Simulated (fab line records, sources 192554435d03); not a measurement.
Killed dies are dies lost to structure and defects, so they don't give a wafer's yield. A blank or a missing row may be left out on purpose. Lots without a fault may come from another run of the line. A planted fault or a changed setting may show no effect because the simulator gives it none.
fab line records | flow n5_finfet
record lots=15 wafers=45 last_day=18
route steps=1938 shown BEOL_M3@1019 BEOL_M4@1036
lots that met no fault: from a run of the same line without faults
start_h: hours from the record's first day to the start of the lot's first wafer shown | wait_h: hours since the lot's step before | " the same as in the row above | L1.1+2: a row that stands for several wafers | - no value, or no start given | * or withheld: withheld | < > ~ a bound
route shown NAME@n: a module of which the file shows steps, and the number in the route of the first | usual: mean/standard deviation of fault-free wafers | same: alike in all rows | chamber/n: place in a boat | sites: the reading at each site | _std_site: their standard deviation | _edge_site: outer sites' mean less inner sites' | radius_mm: how far each site lies from the wafer's centre | mask NAME#n: copy n | behind: the tool/chamber that last shaped the wafer | hold: why the lot was held/for how many hours/how that ended | device: the transistor (n, p or np) that didn't switch | end of line: the same wafers' tests at the end of the route | a step without rows: its recipe alone | killed: dies lost to structure and defects at the first sort, not the wafer's yield | map: a wafer's dies, x killed, . not, _ none there
set.NAME: the setting as run; set.NAME@STEP: as run at that earlier step | model.NAME: the simulator's own value behind a step, which no gauge read
steps of the route over a sample of lots; a table a step, a row a wafer
services: from which hour (start_h, from the record's first day; less than 0 if before it) a tool's chamber was out of use, for how many hours, and why
## steps
# step N5_BEOL_M3_RS_MEAS_58
# recipe thk_meas_gauge=four-point-probe reads=Co_of_BEOL_M3_CO_CAP_55+Cu_of_BEOL_M3_ECD_50+Co_of_BEOL_M3_CVD_47+TaN_of_BEOL_M3_ALD_84
# usual M3_RS=0.662/0.029
# columns lot.wafer tool chamber start_h wait_h M3_RS[ohm/sq]
L698.1 film_metro-02 - 181.38 0.0 0.640
L698.5 " - " " 0.635
L698.6 " - " " 0.649
L700.1 film_metro-01 - 186.50 0.0 0.668
L700.5 " - " " 0.652
L700.6 " - " " 0.695
L699.1 film_metro-02 - 188.34 0.0 0.654
L699.3 " - " " 0.643
L699.4 " - " " 0.685
L701.3 film_metro-01 - 192.97 0.1 0.682
L701.4 " - " " 0.679
L701.6 " - " " 0.686
L708.1 film_metro-01 - 239.74 0.0 0.685
L708.4 " - " " 0.669
L708.6 " - " " 0.682
L709.1 film_metro-02 - 243.47 0.0 0.683
L709.4 " - " " 0.624
L709.5 " - " " 0.684
L710.3 film_metro-01 - 250.63 0.1 0.681
L710.4 " - " " 0.657
L710.6 " - " " 0.676
L711.1 film_metro-02 - 254.10 0.0 0.672
L711.2 " - " " 0.635
L711.6 " - " " 0.632
L713.1 film_metro-02 - 257.43 0.0 0.648
L713.2 " - " " 0.669
L713.3 " - " " 0.701
L715.1 film_metro-01 - 264.95 0.0 0.662
L715.2 " - " " 0.669
L715.3 " - " " 0.647
L714.1 film_metro-02 - 279.71 0.0 0.650
L714.4 " - " " 0.620
L714.6 " - " " 0.627
L717.1 film_metro-01 - 284.50 0.0 0.637
L717.4 " - " " 0.610
L717.6 " - " " 0.627
L716.3 film_metro-02 - 287.55 0.1 0.664
L716.4 " - " " 0.709
L716.6 " - " " 0.681
L718.2 film_metro-01 - 290.82 0.1 0.736
L718.3 " - " " 0.710
L718.6 " - " " 0.663
L720.1 film_metro-02 - 311.42 0.0 0.651
L720.4 " - " " 0.627
L720.6 " - " " 0.660
# step N5_BEOL_M4_INSPECT_13
# recipe mode=adi inspect_instrument=brightfield
# usual raw_defect_count=373/82
# columns lot.wafer tool chamber start_h wait_h raw_defect_count
L698.1 defect_inspect-01 - 183.13 0.1 326
L698.5 " - " " 348
L698.6 " - " " 342
L700.1 defect_inspect-01 - 188.46 0.1 266
L700.5 " - " " 370
L700.6 " - " " 318
L699.1 defect_inspect-01 - 189.65 0.1 248
L699.3 " - " " 302
L699.4 " - " " 332
L701.3 defect_inspect-01 - 194.31 0.0 342
L701.4 " - " " 371
L701.6 " - " " 335
L708.1 defect_inspect-02 - 240.45 0.1 378
L708.4 " - " " 361
L708.6 " - " " 328
L709.1 defect_inspect-02 - 244.37 0.1 530
L709.4 " - " " 497
L709.5 " - " " 394
L710.3 defect_inspect-02 - 251.47 0.0 362
L710.4 " - " " 317
L710.6 " - " " 366
L711.1 defect_inspect-02 - 256.69 0.1 603
L711.2 " - " " 367
L711.6 " - " " 474
L713.1 defect_inspect-01 - 258.33 0.1 320
L713.2 " - " " 277
L713.3 " - " " 264
L715.1 defect_inspect-01 - 266.61 0.1 340
L715.2 " - " " 320
L715.3 " - " " 267
L714.1 defect_inspect-01 - 280.46 0.1 401
L714.4 " - " " 328
L714.6 " - " " 432
L717.1 defect_inspect-01 - 287.19 0.1 384
L717.4 " - " " 626
L717.6 " - " " 447
L716.3 defect_inspect-01 - 289.93 0.0 302
L716.4 " - " " 411
L716.6 " - " " 332
L718.2 defect_inspect-02 - 292.05 0.0 297
L718.3 " - " " 379
L718.6 " - " " 239
L720.1 defect_inspect-02 - 312.99 0.1 288
L720.4 " - " " 355
L720.6 " - " " 304
# step N5_BEOL_M4_STRIP_66
# recipe chemistry=CF4 resist=SiARC power_w=300 bias_power_w=75 pressure_mtorr=50 cf4_flow_sccm=150 rf_frequency_hz=6e+07
# usual bias_power_w=75.01/0.24 cf4_flow_sccm=150.0/0.44 drypump_motor_current_A=5.8/0.34 oes_product_au=0.79/0.067 rf_fwd_power_W=292.7/0.92 rf_vpp_V=270.9/1.7 showerhead_plenum_p_Torr=1.79/0.063 throttle_valve_pct=13.61/0.29
# columns lot.wafer tool chamber start_h wait_h bias_power_w cf4_flow_sccm drypump_motor_current_A oes_product_au rf_fwd_power_W rf_hours_counter_h rf_vpp_V showerhead_plenum_p_Torr throttle_valve_pct
L698.1 rie_diel-04 2 183.37 0.0 75.29 150.2 5.6 0.74 292.6 180 273.0 1.86 13.99
L698.5 " 0 " " 74.58 150.2 5.5 0.83 294.2 - 269.4 1.75 13.26
L698.6 " 2 " " 75.23 150.1 5.6 0.74 293.1 - 273.0 1.86 14.00
L700.1 rie_diel-04 2 188.93 0.0 75.05 150.1 5.6 0.74 294.2 182 272.5 1.85 14.00
L700.5 " 2 " " 75.23 150.6 5.6 0.74 292.9 - 272.4 1.86 14.00
L700.6 " 3 " " 75.33 150.0 5.7 0.83 293.1 - 272.0 1.90 13.58
L699.1 rie_diel-03 2 189.89 0.0 75.49 150.4 5.5 0.75 293.7 153 272.1 1.86 13.93
L699.3 " 3 " " 75.09 150.0 5.9 0.75 292.1 168 269.6 1.73 13.80
L699.4 " 0 " " 75.11 150.7 5.1 0.93 293.7 3 271.2 1.77 13.37
L701.3 rie_diel-04 3 194.55 0.0 75.00 150.3 5.6 0.82 293.7 46 273.2 1.90 13.56
L701.4 " 1 " " 75.31 149.6 6.2 0.84 292.2 43 273.8 1.89 13.45
L701.6 " 0 " " 75.12 149.4 5.5 0.82 293.3 - 270.1 1.75 13.27
L708.1 rie_diel-03 2 240.77 0.0 75.25 149.8 5.5 0.74 292.4 164 272.0 1.86 13.96
L708.4 " 1 " " 75.01 150.1 6.4 0.88 292.2 31 270.2 1.76 13.19
L708.6 " 2 " " 75.05 149.8 5.5 0.73 291.1 - 272.5 1.86 13.95
L709.1 rie_diel-01 2 244.67 0.0 74.96 149.9 6.2 0.69 290.0 229 270.2 1.77 13.58
L709.4 " 3 " " 74.77 149.3 5.7 0.75 293.1 - 269.3 1.74 13.82
L709.5 " 0 " " 75.15 150.0 6.1 0.79 292.2 - 269.2 1.73 13.30
L710.3 rie_diel-01 0 252.37 0.0 75.14 149.6 6.0 0.78 292.8 126 268.3 1.73 13.32
L710.4 " 3 " " 75.09 150.2 5.7 0.74 292.7 - 270.4 1.74 13.84
L710.6 " 0 " " 74.77 149.7 6.0 0.78 293.0 - 269.3 1.73 13.32
L711.1 rie_diel-04 3 256.96 0.0 74.94 149.9 5.6 0.81 291.9 63 273.0 1.89 13.62
L711.2 " 0 " " 75.13 151.3 5.5 0.81 293.4 96 270.6 1.75 13.31
L711.6 " 0 " " 75.00 149.9 5.5 0.81 292.9 - 268.9 1.75 13.31
L713.1 rie_diel-03 0 258.58 0.0 74.81 149.9 5.1 0.86 291.7 31 269.5 1.76 13.43
L713.2 " 3 " " 75.14 150.3 6.0 0.73 292.0 195 269.3 1.72 13.87
L713.3 " 1 " " 74.73 150.0 6.4 0.86 293.4 40 269.2 1.76 13.20
L715.1 rie_diel-01 0 267.13 0.0 75.08 149.8 6.1 0.78 292.5 133 269.1 1.73 13.35
L715.2 " 2 " " 74.88 149.7 6.2 0.68 290.4 242 271.8 1.76 13.64
L715.3 " 1 " " 74.94 149.7 6.0 0.94 292.4 3 268.8 1.77 13.22
L714.1 rie_diel-03 3 280.71 0.0 74.92 150.0 6.0 0.73 292.4 202 270.2 1.72 13.89
L714.4 " 0 " " 75.14 149.1 5.1 0.85 293.7 38 269.5 1.76 13.44
L714.6 " 2 " " 75.13 149.7 5.5 0.73 293.4 - 271.7 1.85 13.98
L717.1 rie_diel-01 3 287.86 0.0 75.05 149.1 5.8 0.73 292.5 163 271.2 1.73 13.87
L717.4 " 2 " " 74.91 150.4 6.2 0.68 291.8 249 268.6 1.76 13.65
L717.6 " 0 " " 74.82 150.3 6.1 0.78 292.4 - 269.5 1.73 13.36
L716.3 rie_diel-03 2 290.26 0.0 75.01 150.0 5.5 0.73 293.6 184 272.3 1.85 13.99
L716.4 " 0 " " 74.85 149.6 5.1 0.84 292.8 42 270.6 1.76 13.46
L716.6 " 2 " " 75.03 150.3 5.5 0.73 293.1 - 271.5 1.85 13.99
L718.2 rie_diel-04 2 292.30 0.0 74.77 150.3 5.6 0.71 290.8 215 274.2 1.85 14.08
L718.3 " 0 " " 75.11 149.6 5.5 0.79 291.8 108 271.2 1.74 13.33
L718.6 " 1 " " 74.53 150.2 6.2 0.80 293.6 - 274.8 1.89 13.49
L720.1 rie_diel-03 3 313.23 0.0 74.77 150.0 5.9 0.71 292.8 214 269.5 1.72 13.93
L720.4 " 2 " " 75.55 150.0 5.5 0.72 295.0 192 273.4 1.85 14.01
L720.6 " 2 " " 75.47 149.2 5.5 0.73 292.7 - 271.5 1.85 14.01
# step N5_BEOL_M4_STRIP_19
# recipe chemistry=O2 power_w=400 temp_c=40 pressure_mtorr=30 rf_frequency_hz=6e+07 bias_power_w=0 overash_fraction=0.2 o2_flow_sccm=225
# usual bias_power_w=0/0 chamber_pressure_mTorr=30.003/0.027 drypump_motor_current_A=5.8/0.35 oes_product_au=0.79/0.077 rf_vpp_V=3.6/0.5 showerhead_plenum_p_Torr=2.08/0.075 throttle_valve_pct=16.67/0.27
# columns lot.wafer tool chamber start_h wait_h bias_power_w chamber_pressure_mTorr drypump_motor_current_A oes_product_au rf_hours_counter_h rf_vpp_V showerhead_plenum_p_Torr throttle_valve_pct
L698.1 rie_diel-04 0 183.52 0.1 0 30.015 5.5 0.85 74 3.8 2.04 16.36
L698.5 " 2 " " 0 30.025 5.6 0.75 - 3.0 2.16 17.03
L698.6 " 0 " " 0 30.007 5.5 0.86 - 2.6 2.04 16.36
L700.1 rie_diel-04 2 189.15 0.1 - - - - - - - -
L700.5 " 0 " " - - - - - - - -
L700.6 " 1 " " - - - - - - - -
L699.1 rie_diel-03 0 190.10 0.1 - - - - - - - -
L699.3 " 2 " " - - - - - - - -
L699.4 " 1 " " - - - - - - - -
L701.3 rie_diel-04 1 194.70 0.1 - - - - - - - -
L701.4 " 2 " " - - - - - - - -
L701.6 " 2 " " - - - - - - - -
L708.1 rie_diel-01 3 241.16 0.1 0 29.985 5.7 0.76 141 3.8 2.02 16.88
L708.4 " 2 " " 0 29.997 6.1 0.69 227 3.3 2.08 16.69
L708.6 " 0 " " 0 30.011 6.1 0.79 - 3.3 2.03 16.43
L709.1 rie_diel-03 0 244.84 0.1 0 30.016 5.1 0.90 24 3.0 2.04 16.47
L709.4 " 2 " " 0 29.998 5.5 0.74 166 3.7 2.19 17.09
L709.5 " 0 " " 0 29.995 5.1 0.89 - 3.2 2.04 16.49
L710.3 rie_diel-01 2 252.66 0.2 0 29.956 6.2 0.68 235 3.4 2.08 16.71
L710.4 " 2 " " 0 29.999 6.2 0.69 - 3.8 2.08 16.70
L710.6 " 3 " " 0 30.004 5.7 0.75 - 3.6 2.01 16.91
L711.1 rie_diel-03 1 257.17 0.1 0 30.037 6.3 0.89 39 4.0 2.04 16.28
L711.2 " 2 " " 0 30.017 5.5 0.74 172 4.1 2.19 17.09
L711.6 " 2 " " 0 30.068 5.5 0.75 - 3.6 2.19 17.11
L713.1 rie_diel-01 2 258.73 0.1 0 29.961 6.2 0.69 239 3.2 2.07 16.70
L713.2 " 1 " " 0 29.986 6.0 0.98 0 3.2 2.07 16.38
L713.3 " 0 " " 0 29.978 6.1 0.79 130 3.6 2.02 16.44
L715.1 rie_diel-01 2 267.29 0.1 0 30.007 6.2 0.68 242 4.3 2.07 16.72
L715.2 " 0 " " 0 30.034 6.1 0.79 133 3.9 2.02 16.46
L715.3 " 1 " " 0 29.999 5.9 0.96 3 3.0 2.07 16.38
L714.1 rie_diel-01 3 280.89 0.1 0 30.019 5.7 0.75 160 3.0 2.01 16.91
L714.4 " 1 " " 0 30.022 6.0 0.94 8 4.2 2.07 16.39
L714.6 " 1 " " 0 30.001 6.0 0.94 - 4.8 2.07 16.37
L717.1 rie_diel-04 1 288.01 0.1 0 30.057 6.2 0.82 69 3.9 2.20 16.56
L717.4 " 0 " " 0 30.032 5.5 0.81 106 3.1 2.03 16.41
L717.6 " 0 " " 0 29.995 5.5 0.82 - 3.6 2.03 16.39
L716.3 rie_diel-04 0 290.56 0.2 0 30.022 5.5 0.81 107 3.8 2.03 16.41
L716.4 " 2 " " 0 30.036 5.6 0.72 215 3.0 2.15 17.07
L716.6 " 1 " " 0 30.007 6.2 0.82 - 3.6 2.20 16.58
L718.2 rie_diel-03 0 292.48 0.1 0 30.033 5.1 0.86 43 4.0 2.04 16.50
L718.3 " 3 " " 0 30.029 5.9 0.72 207 3.3 1.99 16.92
L718.6 " 3 " " 0 29.969 5.9 0.72 - 3.7 1.99 16.92
L720.1 rie_diel-03 3 313.38 0.1 0 30.015 5.9 0.72 214 3.9 1.99 16.93
L720.4 " 0 " " 0 29.960 5.1 0.85 50 4.2 2.03 16.56
L720.6 " 3 " " 0 30.024 5.9 0.72 - 2.8 1.99 16.94
# step N5_BEOL_M4_ETCH_70
# recipe chemistry=N2/H2 target=SOC target_depth_a=800 overetch_a=240 mask_material=SiARC temp_c=40 time_s=130 ion_energy_ev=200 pressure_mtorr=30 source_w=840 bias_w=150 n2_flow_sccm=200 h2_flow_sccm=200
# usual drypump_motor_current_A=5.9/0.33 oes_product_au=0.57/0.05 rf_fwd_power_W=835.4/2.6 rf_vpp_V=522.6/2.3 showerhead_plenum_p_Torr=2.50/0.073 throttle_valve_pct=17.81/0.23
# columns lot.wafer tool chamber start_h wait_h drypump_motor_current_A oes_product_au rf_fwd_power_W rf_hours_counter_h rf_vpp_V showerhead_plenum_p_Torr throttle_valve_pct
L698.1 rie_diel-01 2 188.17 0.0 6.1 0.52 835.8 208 523.6 2.52 17.79
L698.5 " 0 " " 6.1 0.60 839.5 - 522.4 2.45 17.56
L698.6 " 3 " " 5.7 0.57 839.1 - 521.8 2.45 18.01
L700.1 rie_diel-04 1 196.05 0.0 6.2 0.84 836.5 43 527.2 2.70 17.87
L700.5 " 3 " " 5.6 0.83 831.0 - 528.6 2.69 17.82
L700.6 " 0 " " 5.5 0.84 835.8 - 521.6 2.47 17.49
L699.1 rie_diel-01 2 196.09 0.0 6.2 0.69 836.9 211 521.8 2.52 17.83
L699.3 " 0 " " 6.1 0.81 835.7 103 521.4 2.45 17.58
L699.4 " 3 " " 5.7 0.78 837.8 125 520.9 2.45 18.04
L701.3 rie_diel-01 0 199.14 0.0 6.0 0.81 831.1 105 519.1 2.45 17.59
L701.4 " 2 " " 6.2 0.69 835.0 212 523.6 2.52 17.81
L701.6 " 0 " " 6.0 0.81 833.9 - 521.5 2.45 17.60
L708.1 rie_diel-01 0 253.37 0.0 6.0 0.59 832.4 127 522.4 2.44 17.60
L708.4 " 0 " " 6.1 0.58 839.9 - 522.2 2.44 17.61
L708.6 " 2 " " 6.2 0.51 835.8 - 523.3 2.51 17.82
L709.1 rie_diel-01 3 256.34 0.0 5.8 0.54 832.7 151 520.4 2.44 18.05
L709.4 " 0 " " 6.1 0.58 832.4 - 520.6 2.44 17.59
L709.5 " 2 " " 6.2 0.51 838.1 - 522.2 2.50 17.83
L710.3 rie_diel-03 2 256.73 0.0 5.5 0.55 839.1 171 527.8 2.64 18.14
L710.4 " 0 " " 5.1 0.64 836.5 30 521.5 2.49 17.72
L710.6 " 1 " " 6.4 0.64 833.6 - 521.9 2.49 17.45
L711.1 rie_diel-03 3 266.12 0.0 5.9 0.55 833.9 198 520.4 2.42 18.17
L711.2 " 2 " " 5.5 0.55 836.3 175 526.5 2.64 18.14
L711.6 " 0 " " 5.1 0.64 831.2 - 523.1 2.49 17.74
L713.1 rie_diel-01 3 273.37 0.0 5.7 0.55 836.8 157 519.5 2.44 18.04
L713.2 " 1 " " 5.9 0.69 834.4 5 522.6 2.51 17.45
L713.3 " 0 " " 6.0 0.58 830.0 135 520.6 2.44 17.61
L715.1 rie_diel-03 2 278.24 0.0 5.5 0.54 832.6 179 526.5 2.64 18.15
L715.2 " 1 " " 6.3 0.64 834.0 46 522.3 2.49 17.48
L715.3 " 0 " " 5.1 0.64 835.4 37 521.9 2.49 17.74
L714.1 rie_diel-03 0 282.92 0.0 5.1 0.63 835.0 39 522.0 2.49 17.74
L714.4 " 3 " " 5.9 0.54 832.1 203 521.4 2.42 18.19
L714.6 " 2 " " 5.4 0.54 833.5 - 526.6 2.64 18.15
L717.1 rie_diel-01 3 293.71 0.0 5.7 0.55 832.6 165 522.5 2.43 18.05
L717.4 " 0 " " 6.1 0.58 833.3 - 522.6 2.44 17.62
L717.6 " 3 " " 5.7 0.54 831.8 - 520.9 2.43 18.08
L716.3 rie_diel-04 3 303.03 0.0 5.7 0.59 838.9 77 529.4 2.67 17.84
L716.4 " 1 " " 6.2 0.59 833.6 73 528.6 2.69 17.87
L716.6 " 2 " " 5.6 0.53 838.0 - 526.4 2.61 18.21
L718.2 rie_diel-01 1 303.92 0.0 6.0 0.67 833.8 16 523.2 2.50 17.47
L718.3 " 0 " " 6.0 0.57 834.0 146 520.5 2.44 17.64
L718.6 " 3 " " 5.7 0.54 835.9 - 521.5 2.43 18.07
L720.1 rie_diel-03 2 316.15 0.0 5.5 0.54 837.0 193 526.6 2.63 18.17
L720.4 " 3 " " 5.9 0.53 835.9 215 519.2 2.42 18.20
L720.6 " 0 " " 5.1 0.63 839.4 - 521.5 2.48 17.77
# step N5_BEOL_M4_RC_MEAS_101
# usual DIBL_N=36.3/1.6 DIBL_P=36.5/1.6 IOFF_N=0.163/0.026 IOFF_P=0.22/0.033 ION_N=676/9.9 ION_P=464/6.5 SS_N=71.5/0.5 SS_P=73.3/0.64 VT_N=249.3/2.9 VT_P=-250/3.2
# columns lot.wafer tool chamber start_h wait_h DIBL_N[mV/V] DIBL_P[mV/V] IOFF_N[nA/um] IOFF_P[nA/um] ION_N[uA/um] ION_P[uA/um] SS_N[mV/dec] SS_P[mV/dec] VT_N[mV] VT_P[mV]
L698.1 prober-01 0 193.13 0.0 37.5 36.8 0.167 0.23 666 457 71.6 74.2 248.8 -249
L698.5 " 0 " " 38.1 38.0 0.175 0.25 671 462 71.3 73.7 248.0 -244
L698.6 " 0 " " 38.2 38.0 0.187 0.26 680 468 72.5 74.3 248.9 -246
L708.1 prober-01 0 257.76 0.0 35.7 35.7 0.159 0.22 679 465 71.2 73.0 248.4 -249
L708.4 " 0 " " 33.8 33.9 0.133 0.20 664 467 70.5 72.6 249.7 -249
L708.6 " 0 " " 35.4 36.0 0.158 0.23 672 460 71.8 73.0 250.1 -248
L709.1 prober-01 0 260.83 0.0 37.5 35.6 0.161 0.20 663 456 71.9 73.3 252.3 -250
L709.4 " 0 " " 34.1 32.7 0.115 0.16 668 463 70.8 72.8 254.0 -252
L709.5 " 0 " " 36.3 35.0 0.142 0.19 655 449 71.8 72.9 250.3 -253
L710.3 prober-02 0 262.66 0.3 34.6 35.7 0.129 0.19 658 457 71.6 72.6 253.8 -253
L710.4 " 0 " " 34.3 35.6 0.123 0.19 671 467 71.3 72.8 253.7 -250
L710.6 " 0 " " 36.5 38.5 0.157 0.22 670 464 71.7 72.6 250.7 -250
L711.1 prober-02 0 270.75 0.0 37.3 36.9 0.188 0.22 682 458 72.1 73.1 246.8 -248
L711.2 " 0 " " 36.9 36.7 0.187 0.22 675 459 72.5 73.4 244.9 -250
L711.6 " 0 " " 36.6 36.5 0.175 0.21 680 461 72.1 72.7 248.3 -249
L713.1 prober-01 0 277.88 0.0 36.2 36.7 0.152 0.19 667 455 71.4 73.9 250.6 -255
L713.2 " 0 " " 35.1 35.2 0.132 0.17 659 454 71.5 73.3 254.4 -253
L713.3 " 0 " " 35.8 36.3 0.154 0.18 683 461 71.4 73.4 250.6 -256
L715.1 prober-01 0 282.61 0.0 37.5 35.8 0.166 0.21 678 463 71.2 73.0 249.6 -249
L715.2 " 0 " " 35.4 34.7 0.140 0.20 668 462 71.3 72.8 248.2 -251
L715.3 " 0 " " 36.4 35.1 0.143 0.20 668 460 71.1 72.6 247.9 -252
L714.1 prober-01 0 287.24 0.0 41.2 40.7 0.249 0.29 683 464 72.4 75.1 244.6 -246
L714.4 " 0 " " 38.5 38.3 0.185 0.24 671 459 72.3 73.9 248.4 -248
L714.6 " 0 " " 39.1 39.0 0.202 0.26 689 474 71.2 73.4 243.9 -248
L717.1 prober-01 0 304.18 0.0 38.4 42.3 0.213 0.29 685 470 72.8 74.2 246.6 -245
L717.4 " 0 " " 35.0 37.9 0.145 0.21 680 470 70.8 72.1 248.1 -250
L717.6 " 0 " " 35.9 38.6 0.164 0.23 682 471 71.5 72.9 250.8 -249
L716.3 prober-01 0 307.48 0.3 33.9 34.1 0.123 0.21 676 477 71.4 72.4 255.8 -246
L716.4 " 0 " " 34.3 34.0 0.123 0.20 665 459 71.0 73.1 254.4 -248
L716.6 " 0 " " 34.3 33.9 0.128 0.21 663 467 71.2 72.2 256.5 -247
L718.2 prober-01 0 309.38 0.2 35.9 35.8 0.146 0.20 667 459 71.0 73.1 253.6 -251
L718.3 " 0 " " 35.8 36.3 0.143 0.20 671 467 71.2 73.1 250.4 -253
L718.6 " 0 " " 35.9 36.1 0.152 0.20 675 462 71.4 72.5 251.3 -254
L720.1 prober-01 0 320.48 0.0 36.3 35.8 0.173 0.24 681 463 71.5 73.2 246.1 -246
L720.4 " 0 " " 36.5 35.5 0.165 0.23 671 462 72.0 74.0 247.7 -246
L720.6 " 0 " " 38.5 39.0 0.217 0.30 696 473 72.0 74.1 243.8 -245
## services
# columns tool chamber start_h hours kind
rie_diel-03 0 160.31 - clean
rie_diel-03 0 160.31 - consumable_replace:focus_ring
rie_diel-03 0 160.31 19.5 scheduled_down
rie_diel-03 0 160.31 19.5 vent_cycle
rie_diel-01 1 203.47 7.2 repair
rie_diel-04 1 209.09 6.8 repair
rie_diel-03 2 212.85 15.3 repair
rie_diel-04 - 240.08 14.6 pm
rie_diel-01 1 244.09 - clean
rie_diel-01 1 244.09 - consumable_replace:focus_ring
rie_diel-01 1 244.09 13.9 scheduled_down
rie_diel-01 1 244.09 13.9 vent_cycle
rie_diel-01 2 290.57 - clean
rie_diel-01 2 290.57 - consumable_replace:focus_ring
rie_diel-01 2 290.57 21.6 scheduled_down
rie_diel-01 2 290.57 21.6 vent_cycle
## key
first_sign step=N5_BEOL_M4_STRIP_19 reading=tool_record direction=missing
effect step=N5_BEOL_M4_ETCH_70 reading=oes_product_au direction=up sigmas=4.3 usual=0.57 struck=0.79
met_at N5_BEOL_M4_STRIP_19
struck_lots L699,L700,L701
later_rows_left_out L699.1,L699.3,L699.4,L700.1,L700.5,L700.6,L701.3,L701.4,L701.6
sort_left_out L699.1,L699.3,L699.4,L700.1,L700.5,L700.6,L701.3,L701.4,L701.6
not_acting_at N5_BEOL_M3_RS_MEAS_58,N5_BEOL_M4_INSPECT_13,N5_BEOL_M4_STRIP_66
onset_between 183.52 189.15
fault kind=skipped_step_whole tool=rie_diel-03,rie_diel-04 chamber=- onset_h=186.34 steps=N5_BEOL_M4_STRIP_19 scope=struck_lots_only
# sort_left_out: the simulated sort isn't trusted on such a fault, so these wafers' sort isn't shown, and their yield isn't known
# later_rows_left_out: the simulator's readings of these wafers behind a module that went badly wrong aren't trusted and aren't shown, but for the sort
